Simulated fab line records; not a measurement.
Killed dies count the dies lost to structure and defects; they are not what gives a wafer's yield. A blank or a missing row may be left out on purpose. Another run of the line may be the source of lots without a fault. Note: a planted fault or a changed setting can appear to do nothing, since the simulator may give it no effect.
Chamber matching || flow n5 finfet || cvd co-02 running N5_BEOL_M0_CO_CAP_123: 3 sister chambers
The step material Co, precursor CCTBA/H2, target thk 2 nm, time 102.1 s. 3 wafers are shown with their chamber, then 7 later ones without.

== WAFERS WITH THEIR CHAMBER ==
{"wafer": "L128.4", "chamber": 2, "heater power w (W)": 248}
{"wafer": "L132.1", "chamber": 0, "heater power w (W)": 214}
{"wafer": "L132.2", "chamber": 1, "heater power w (W)": 231}

== WAFERS WITH NO CHAMBER GIVEN ==
{"wafer": "L132.6", "heater power w (W)": 232}
{"wafer": "L136.3", "heater power w (W)": 237}
{"wafer": "L136.4", "heater power w (W)": 233}
{"wafer": "L136.5", "heater power w (W)": 211}
{"wafer": "L143.1", "heater power w (W)": 234}
{"wafer": "L143.2", "heater power w (W)": 253}
{"wafer": "L143.4", "heater power w (W)": 235}

== WHICH CHAMBER EACH WENT THROUGH ==
{"wafer": "L132.6", "from the rows above": 1, "in truth": 1}
{"wafer": "L136.3", "from the rows above": "can't be placed: 1 or 2", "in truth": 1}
{"wafer": "L136.4", "from the rows above": 1, "in truth": 1}
{"wafer": "L136.5", "from the rows above": 0, "in truth": 0}
{"wafer": "L143.1", "from the rows above": 1, "in truth": 1}
{"wafer": "L143.2", "from the rows above": 2, "in truth": 2}
{"wafer": "L143.4", "from the rows above": 1, "in truth": 1}
Correctly placed: 6 of 7. Can't be placed from these rows: 1 (the true chamber is among the candidates in 1). 0 placed wrongly.
How it was worked out, from the rows above alone: a wafer's distance from a chamber is the root of the sum, over the readings, of the square of ((its reading less the chamber's mean) divided by the reading's scatter). If the next closest chamber is less than 2 further off than the closest, the wafer can't be placed; otherwise it belongs to the closest. Each chamber's mean is taken over the wafers shown for it. The scatter: with one shown wafer a chamber, the root of the mean of the squares of how far each hidden wafer lies from its nearest shown one.
